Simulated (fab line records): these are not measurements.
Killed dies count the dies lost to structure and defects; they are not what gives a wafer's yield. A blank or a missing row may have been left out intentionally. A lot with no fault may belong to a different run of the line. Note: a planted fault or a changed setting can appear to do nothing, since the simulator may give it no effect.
Matching of chambers ; flow n5 finfet ; 4 sister chambers for N5_BEOL_M14_DESCUM_15 on rie diel-01
The step chemistry O2, time 7.9 s. 4 wafers are shown with their chamber, then 9 later ones without.

EACH WAFER AND ITS CHAMBER
wafer;chamber;drypump motor current A (A)
L086.2;3;6.4
L085.3;0;5.2
L085.4;1;5.5
L085.6;2;5.7

WAFERS WHOSE CHAMBER IS MISSING
wafer;drypump motor current A (A)
L090.1;5.5
L090.2;6.4
L090.4;5.1
L091.1;5.7
L091.2;5.5
L091.4;6.4
L095.1;5.1
L095.2;6.4
L095.5;5.6

THE CHAMBER EACH PASSED THROUGH
wafer;from the rows above;in truth
L090.1;1;1
L090.2;3;3
L090.4;0;0
L091.1;2;2
L091.2;1;1
L091.4;3;3
L095.1;0;0
L095.2;3;3
L095.5;can't be placed: 1 or 2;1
Placed correctly: 8 of 9. From these rows, 1 cannot be placed; in 1 the true chamber is one of the candidates. Wrongly placed: 0.
How it was worked out, from the rows above alone: a wafer's distance from a chamber is the root of the sum, over the readings, of the square of ((its reading less the chamber's mean) divided by the reading's scatter). If the next closest chamber is less than 2 further off than the closest, the wafer can't be placed; otherwise it belongs to the closest. A chamber's mean is the mean of its shown wafers. The scatter: root of mean squared gap, hidden wafer to nearest shown wafer, with one shown wafer a chamber.
